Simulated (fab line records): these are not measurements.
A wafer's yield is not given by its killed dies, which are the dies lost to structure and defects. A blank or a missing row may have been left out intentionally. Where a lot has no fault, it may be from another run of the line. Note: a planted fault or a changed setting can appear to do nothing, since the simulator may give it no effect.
A lot that was struck, set against a sound lot ; flow n5_finfet ; 40 steps out of a route of 1938
Sound: these wafers, L687.1, L687.2, L687.5. Struck: wafer L690.2; the same lot's L690.4 was not struck, so it is left out; see the end for the cause.
Per side, at each step with rows, come the tool, then ch with its chambers, and then its first start. Under that, the readings that differ: sound wafers ; struck wafers ; difference of the means ; sigmas: that difference in standard deviations of wafers without a fault.
alike: words and numbers the same on both sides, and readings whose means are apart by under 2 such deviations; not compared: readings that were withheld, readings missing a value for some wafer, numbers with overlapping values and no deviation given by the record, and bounds like >300 which may hide the same value.
A row with sigmas, a row that says differs or no value, or rows on one side alone: a step with any of these is where the two part. Numbers that have no deviation but don't overlap get no sigmas and don't part them. A reading missing from all wafers of one side parts the sides only when that side holds two or more wafers.

first, 11 steps without rows for these wafers: N5_BEOL_M0_SAQP_SPACER1_ETCHBACK_99 (etches SiO2 in CHF3/O2, target depth 15.4 nm, time 7.7 s); N5_BEOL_M0_SAQP_MANDREL1_REMOVE_100 (chemistry HBr/Cl2/O2, target a-Si, stops on SiNx, bt time 10 s); N5_BEOL_M0_SAQP_ETCH_101 (etches SiNx in CH3F/O2, target depth 29.9 nm, time 42.7 s); N5_BEOL_M0_SAQP_ETCH_102 (etches SiO2 in CF4, target depth 4 nm, time 4.4 s); N5_BEOL_M0_SAQP_MANDREL_ETCH_103 (etches a-Si in HBr/Cl2, stops on SiCN, target depth 45 nm, bt time 10 s, time 27 s); N5_BEOL_M0_SAQP_RECESS_104 (chemistry HF/NH3, target SiO2, target depth 18 nm, afs cycles 3, sublimation time 60 s); N5_BEOL_M0_SAQP_COAT_105 (time 60 s, resist thk 100 nm); N5_BEOL_M0_SAQP_ETCH_106 (etches SOC in N2/H2, stops on SiNx, target depth 150 nm); N5_BEOL_M0_SAQP_ETCH_107 (etches SiNx in CH3F/O2, target depth 30 nm); N5_BEOL_M0_SAQP_STRIP_108 (strips in N2/H2); N5_BEOL_M0_SAQP_RECESS_109 (chemistry HF/NH3, target SiO2, target depth 3 nm, afs cycles 1, sublimation time 60 s).
N5_BEOL_M0_SAQP_SPACER2_ALD_26: deposits SiO2, target thk 15 nm, pulse time 1 s, purge time 2 s.
  sound on ald_sin-03 ch 1,2,3, day 9 00:20; struck on ald_sin-03 ch 3, day 9 19:32
reading;sound;struck;difference;sigmas
model.SiO2_of_BEOL_M0_SAQP_SPACER2_ALD_26.thk_nm (nm);15 15 15;10.8;-4.2;
  alike: heater_power_w, precursor_pulse_height_rel, susceptor_temp_C
then, 1 step without rows for these wafers: N5_BEOL_M0_SAQP_SPACER2_ETCHBACK_27 (etches SiO2 in CHF3/O2, target depth 22.5 nm, time 11.25 s).
N5_BEOL_M0_SAQP_MANDREL2_REMOVE_110: chemistry HBr/Cl2/O2, target a-Si, stops on SiCN, bt time 10 s.
  sound on rie_si-05 ch 0,1,2, day 9 00:58; struck on rie_si-05 ch 1, day 9 20:10
reading;sound;struck;difference;sigmas
model.SiO2_of_BEOL_M0_SAQP_SPACER2_ALD_26.thk_nm (nm);10.6 10.6 10.6;6.2;-4.4;
model.BEOL_M0_SAQP.cd_nm (nm);15 15 15.2;10.8;-4.3;
  alike: drypump_motor_current_A, he_backside_leak_sccm, oes_product_au, throttle_valve_pct
  not compared: rf_hours_counter_h
N5_BEOL_M0_SAQP_CD_MEAS_29: target cd 14.4 nm.
  sound on cd_sem-03 ch 0, day 9 01:05; struck on cd_sem-01 ch 0, day 9 20:17
reading;sound;struck;difference;sigmas
cd_nm (nm);14.87 14.92 15.11;10.71;-4.26;-19
then, 23 steps without rows for these wafers: N5_BEOL_M0_SAQP_COAT_69 (time 60 s, resist thk 90 nm); N5_BEOL_M0_SAQP_COAT_72 (time 60 s, resist thk 15 nm); N5_BEOL_M0_SAQP_COAT_87 (time 60 s, resist thk 5 nm); N5_BEOL_M0_SAQP_COAT_34 (resist thk 30 nm); N5_BEOL_M0_SAQP_EBR_36; N5_BEOL_M0_SAQP_SOFTBAKE_35 (time 60 s); N5_BEOL_M0_SAQP_EXPOSE_37 (exposes mask M0 CUT1, target cd 30 nm); N5_BEOL_M0_SAQP_PEB_38 (peb time 60 s); N5_BEOL_M0_SAQP_DEVELOP_39 (develop time 30 s); N5_BEOL_M0_SAQP_DESCUM_45 (chemistry O2, time 7 s); N5_BEOL_M0_SAQP_ETCH_88 (etches underlayer in N2/H2, target depth 6.5 nm, time 5.2 s); N5_BEOL_M0_SAQP_ETCH_73 (etches SiARC in CF4, target depth 19.5 nm, time 32.5 s); N5_BEOL_M0_SAQP_CUT_ETCH_46 (etches SOC in N2/H2, target depth 135 nm, overetch 27 nm, time 202.5 s); N5_BEOL_M0_SAQP_STRIP_74 (strips in N2/H2); N5_BEOL_M0_SAQP_STRIP_89 (strips in N2/H2); N5_BEOL_M0_SAQP_ALD_48 (deposits SiO2, target thk 20 nm, pulse time 1 s, co reactant pulse time 1 s); N5_BEOL_M0_SAQP_ETCH_49 (etches SiO2 in CF4/O2, target depth 37 nm); N5_BEOL_M0_SAQP_STRIP_75 (strips in CF4); N5_BEOL_M0_CUTY_COAT_50 (time 60 s, resist thk 15 nm); N5_BEOL_M0_CUTY_COAT_51 (resist thk 150 nm); N5_BEOL_M0_CUTY_EBR_52; N5_BEOL_M0_CUTY_SOFTBAKE_53 (time 60 s); N5_BEOL_M0_CUTY_EXPOSE_54 (exposes mask M0 ABLK).
N5_BEOL_M4_RC_MEAS_101:
  the record has rows for the sound wafers here (prober-01 ch 0, day 11 21:16) and none for the struck ones
-- a jump in the record: the struck wafers' starts before and after are 8 days apart (it breaks off in module BEOL_M4 and resumes in module PASSIVATION, where the first step shown is number 1936 of the route) --
N5_PASSIVATION_PROBE_49:
  only the struck wafers here have rows in the record (prober-01, day 18 01:53); the sound ones have none

WHERE THEY PART
Earliest at N5_BEOL_M0_SAQP_CD_MEAS_29; latest, in this record, at N5_PASSIVATION_PROBE_49.

WHY: whatever the simulator had introduced
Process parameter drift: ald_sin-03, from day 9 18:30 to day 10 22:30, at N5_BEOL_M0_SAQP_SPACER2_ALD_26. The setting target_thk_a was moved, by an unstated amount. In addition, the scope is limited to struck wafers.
